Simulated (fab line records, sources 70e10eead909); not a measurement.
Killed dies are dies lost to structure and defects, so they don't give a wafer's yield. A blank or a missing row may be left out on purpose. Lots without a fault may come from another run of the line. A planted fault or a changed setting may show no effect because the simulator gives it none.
A struck lot beside a sound one | flow nand_harc | 26 steps out of a route of 1302
Sound: wafers L264.1, L264.3, L264.4. Struck: wafers L265.4, L265.5, L265.6. The cause comes at the end.
At each step with rows: each side's tool, then ch and its chambers, then its first start. Under that, the readings that differ: sound wafers | struck wafers | difference of the means | sigmas: that difference in standard deviations of wafers without a fault.
alike: readings whose means differ by less than 2 such deviations, and words and numbers that are the same on both sides. not compared: withheld readings, readings that some wafer has no value for, bounds like >300 that may hide the same value, and numbers for which the record gives no deviation and whose values overlap.
The two part at a step that has a row with sigmas, a row that says differs or no value, or rows on one side only. Numbers that don't overlap but have no deviation are shown without sigmas and don't part them. A reading that every wafer of one side lacks parts them only if that side has two wafers or more.

first, 5 steps without rows for these wafers: NHARC_P_GATE_STRIP_15 (strips in SPM, time 780 s); NHARC_P_GATE_PRECLEAN_71 (cleans in SC1); NHARC_P_GATE_SRD_72; NHARC_P_GATE_OXIDE_16 (material SiO2, target thk 3 nm, ox time 392 s); NHARC_P_GATE_CVD_17 (deposits poly-Si, target thk 150 nm, time 900 s).
NHARC_P_GATE_HM_DEP_102: deposits aC, target thk 120 nm.
  sound on acl_dep-01 ch 0, day 6 07:49; struck on acl_dep-02 ch 0, day 6 15:43
  alike: throttle_valve_pct
NHARC_P_GATE_DEP_103: deposits SiON, target thk 30 nm.
  sound on pecvd-01 ch 0,1,2, day 6 08:29; struck on pecvd-02 ch 0,1,2, day 6 16:08
  alike: heater_power_outer_w, heater_power_w
then, 5 steps without rows for these wafers: NHARC_P_GATE_DEHYDRATE_18 (time 120 s); NHARC_P_GATE_HMDS_19 (time 30 s); NHARC_P_GATE_COAT_20 (resist thk 90 nm); NHARC_P_GATE_SOFTBAKE_21 (time 55 s); NHARC_P_GATE_EBR_22.
NHARC_P_GATE_EXPOSE_23: exposes mask P GATE, target cd 120 nm.
  sound on arfi_scanner-02 ch 0, day 6 09:03; struck on arfi_scanner-03 ch 0, day 6 16:37
  reading | sound                      | struck                              | difference | sigmas
  mask    | P_GATE#0 P_GATE#0 P_GATE#0 | P_GATE_R1#0 P_GATE_R1#0 P_GATE_R1#0 | differs    |
then, 2 steps without rows for these wafers: NHARC_P_GATE_PEB_24 (peb time 65 s); NHARC_P_GATE_DEVELOP_25 (develop time 35 s).
NHARC_P_GATE_CD_MEAS_26: target cd 120 nm.
  sound on cd_sem-02 ch 0, day 6 09:11; struck on cd_sem-02 ch 0, day 6 16:45
  reading    | sound             | struck            | difference | sigmas
  cd_nm (nm) | 120.8 119.2 120.8 | 112.1 111.2 111.4 | -8.7       | -11
NHARC_P_GATE_OVL_MEAS_27:
  sound on overlay-01, day 6 09:16; struck on overlay-01, day 6 16:50
  reading           | sound       | struck         | difference | sigmas
  overlay_y_nm (nm) | 0.5 1.2 1.0 | -0.9 -0.9 -0.7 | -1.7       | -2
  alike: overlay_x_nm
NHARC_P_GATE_INSPECT_28:
  sound on defect_inspect-02, day 6 09:19; struck on defect_inspect-02, day 6 16:52
  alike: raw_defect_count
NHARC_P_GATE_DESCUM_31: chemistry O2, time 3 s.
  sound on rie_diel-03 ch 0,1,2, day 6 09:22; struck on rie_diel-08 ch 0,3, day 6 16:56
  reading                 | sound             | struck            | difference | sigmas
  oes_product_au (a.u.)   | 1.016 1.013 1.031 | 0.987 0.986 0.985 | -0.034     | -2
  model.P_GATE.cd_nm (nm) | 118.8 119.9 120.3 | 111.8 111.2 111.9 | -8.0       |
  alike: chamber_pressure_mTorr, drypump_motor_current_A, rf_vpp_V, showerhead_plenum_p_Torr, throttle_valve_pct
  not compared: rf_hours_counter_h
NHARC_P_GATE_ETCH_104: etches the open film in CF4/CHF3, target depth 60 nm.
  sound on rie_diel-03 ch 0,2,3, day 6 09:28; struck on rie_diel-08 ch 0,3, day 6 17:01
  alike: chamber_pressure_mTorr, drypump_motor_current_A, oes_product_au, rf_vpp_V, showerhead_plenum_p_Torr, throttle_valve_pct
NHARC_P_GATE_HM_OPEN_105: chemistry O2/COS, target depth 360 nm.
  sound on rie_diel-03 ch 1,2,3; struck on rie_diel-08 ch 1,2,3
  alike: chamber_pressure_mTorr, cos_flow_sccm, drypump_motor_current_A, oes_product_au, rf_vpp_V, showerhead_plenum_p_Torr, throttle_valve_pct
  not compared: rf_hours_counter_h
then, 2 steps without rows for these wafers: NHARC_P_GATE_STRIP_106 (strips in O2/COS); NHARC_P_GATE_ETCH_114 (etches the open film in CF4/O2, target depth 30 nm, overetch 3 nm, time 16.5 s).
NHARC_P_GATE_ETCH_32: etches the open film in HBr/Cl2, target depth 150 nm, time 100.1 s.
  sound on rie_si-06 ch 0,2,3, day 6 09:50; struck on rie_si-02 ch 0,1,2, day 6 17:26
  alike: chamber_pressure_mTorr, drypump_motor_current_A, oes_product_au, throttle_valve_pct
  not compared: rf_hours_counter_h, model.P_GATE.cd_nm
NHARC_P_GATE_STRIP_108: strips in O2.
  sound on rie_diel-05 ch 0,1,3, day 6 10:01; struck on rie_diel-03 ch 0,2,3, day 6 17:35
  reading               | sound             | struck            | difference | sigmas
  oes_product_au (a.u.) | 0.985 1.006 0.985 | 1.034 1.022 1.022 | +0.034     | +2
  alike: chamber_pressure_mTorr, drypump_motor_current_A, rf_vpp_V, showerhead_plenum_p_Torr, throttle_valve_pct
  not compared: rf_hours_counter_h
-- the record jumps here: 19 days lie between the struck wafers' starts before and after (it left off in module P_GATE and takes up again in module END, whose first step shown is number 1302 of the route) --
NHARC_END_SORT_01:
  the record has rows for the struck wafers here (prober-01 ch 0, day 25 22:41) and none for the sound ones

WHERE THEY PART
First at NHARC_P_GATE_EXPOSE_23; last, within this record, at NHARC_END_SORT_01.

WHY: what the simulator had put in
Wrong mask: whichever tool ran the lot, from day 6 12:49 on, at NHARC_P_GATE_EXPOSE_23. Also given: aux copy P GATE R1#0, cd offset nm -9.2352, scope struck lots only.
